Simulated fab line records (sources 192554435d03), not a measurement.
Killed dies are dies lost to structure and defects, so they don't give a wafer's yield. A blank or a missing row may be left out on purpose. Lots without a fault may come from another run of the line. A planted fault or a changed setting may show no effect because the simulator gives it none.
Split-lot experiment	flow n5Finfet	7 lots, 39 wafers read, on a route of 1938 steps

## THE SPLIT
At N5_BEOL_M9_HM_DEP_02 (deposits TiN, target thk 20 nm), the setting targetThkA was moved away from the recipe's 200 angstrom on 12 of the 39 wafers read, by -37.6% to +32.6%. This setting was run at the recipe's value on the other wafers.

## FROM THE SPLIT TO THE READING: what the file shows between them, 4 steps
- N5_BEOL_M9_COAT_59: time 60 s, resist thk 100 nm
- N5_BEOL_M9_COAT_60: time 60 s, resist thk 30 nm
- N5_BEOL_M9_STRIP_68: strips in N2/H2
- N5_BEOL_M9_STRIP_67: strips in CF4

## THE READING
etch.depthNm (the simulator's own value, which no gauge read), in nm, at N5_BEOL_M9_HM_OPEN_17 (chemistry Cl2/BCl3, target TiN, target depth 20 nm, overetch 6 nm). There is no usual value for it anywhere in the file. Average 20.03 nm, standard deviation 0.13 nm, over the 27 wafers here run with the recipe.

wafer	tool, chamber at the split	targetThkA as run, angstrom	against the recipe	etch.depthNm, nm	against lot-mates on the recipe
L077.1	pvdSputter-02, -	265.1	+32.6%	26.14	+6.20
L077.2	pvdSputter-02, -	265.1	+32.6%	25.26	+5.32
L077.3	pvdSputter-02, -	200	recipe	19.89	-
L077.4	pvdSputter-02, -	200	recipe	19.86	-
L077.5	pvdSputter-02, -	265.1	+32.6%	25.29	+5.35
L077.6	pvdSputter-02, -	200	recipe	20.07	-
L081.1	pvdSputter-02, -	165.7	-17.2%	16.8	-3.30
L081.2	pvdSputter-02, -	200	recipe	20.05	-
L081.3	pvdSputter-02, -	200	recipe	20.12	-
L081.4	pvdSputter-02, -	200	recipe	20.13	-
L081.5	pvdSputter-02, -	165.7	-17.2%	16.68	-3.42
L081.6	pvdSputter-02, -	165.7	-17.2%	16.81	-3.29
L082.1	pvdSputter-03, -	200	recipe	20.01	-
L082.2	pvdSputter-03, -	200	recipe	20.34	-
L082.3	pvdSputter-03, -	200	recipe	20.2	-
L082.6	pvdSputter-03, -	200	recipe	20.2	-
L082.4	pvdSputter-03, -	200	recipe	19.91	-
L082.5	pvdSputter-03, -	200	recipe	19.85	-
L087.1	pvdSputter-01, -	200	recipe	19.99	-
L087.2	pvdSputter-01, -	200	recipe	20	-
L087.3	pvdSputter-01, -	200	recipe	20.06	-
L087.4	pvdSputter-01, -	200	recipe	20.08	-
L087.5	pvdSputter-01, -	200	recipe	19.93	-
L087.6	pvdSputter-01, -	200	recipe	19.98	-
L089.1	pvdSputter-03, -	200	recipe	19.83	-
L089.2	pvdSputter-03, -	124.8	-37.6%	12.68	-7.37
L089.3	pvdSputter-03, -	200	recipe	20.13	-
L089.4	pvdSputter-03, -	200	recipe	20.2	-
L089.5	pvdSputter-03, -	124.8	-37.6%	12.78	-7.27
L089.6	pvdSputter-03, -	124.8	-37.6%	12.6	-7.45
L096.2	pvdSputter-01, -	200	recipe	20.21	-
L096.4	pvdSputter-01, -	200	recipe	20.12	-
L096.5	pvdSputter-01, -	200	recipe	19.9	-
L097.1	pvdSputter-03, -	127.9	-36.0%	12.58	-7.32
L097.2	pvdSputter-03, -	200	recipe	19.9	-
L097.3	pvdSputter-03, -	200	recipe	19.83	-
L097.4	pvdSputter-03, -	127.9	-36.0%	12.29	-7.61
L097.5	pvdSputter-03, -	127.9	-36.0%	12.72	-7.18
L097.6	pvdSputter-03, -	200	recipe	19.98	-

FIT RESULTS
A straight line over all 39 wafers: etch.depthNm changes by +0.191 nm for each +1% of targetThkA; r = +1.00; the points scatter about the line by 0.3 nm.
The same after taking each lot's own level away (the mean of its wafers on the recipe; 39 wafers): +0.191 nm for each +1%; r = +1.00; scatter 0.26 nm.
The reading moves by 7.2 nm for the largest change in targetThkA, on that fit.
Across the lots, their own levels run from 19.903 to 20.100 nm, a range of 1.5 times the standard deviation given above.
The two slopes agree, so the slope changes little with the lot-to-lot level.
Check: with one of the wafers moved furthest among these (-37.6%) left out of the fit, the line predicts -7.27 nm for it against its lot-mates. It came out at -7.37 nm against them.

## THESE WAFERS: OTHER SPLITS
Other splits were also applied to these wafers ahead of the reading. Each is held against what the fit with the lots' levels taken away leaves over:
other split on the same wafers	wafers away from the commonest value	r with etch.depthNm (lot level and that fit taken away)
N5_BEOL_M6_TRENCH_ETCH_37 targetDepthA	15	+0.00

## THE WHOLE CHAIN: every reading that the file lists as answering this split, in the file's order
step	what it does	reading	change (the file's fit)	r (the file's)
N5_BEOL_M9_HM_DEP_02	deposits TiN, target thk 20 nm	TiN_of_BEOL_M9_HM_DEP_02.thkNm (the simulator's own value, which no gauge read)	+0.199 nm for each +1% of the setting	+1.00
N5_BEOL_M9_HM_OPEN_17	chemistry Cl2/BCl3, target TiN, target depth 20 nm, overetch 6 nm	etch.depthNm (the simulator's own value, which no gauge read)	+0.193 nm for each +1% of the setting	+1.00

## THE FILE'S OWN FIT
etch.depthNm changes by +0.193 nm for each +1% of targetThkA, r = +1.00.
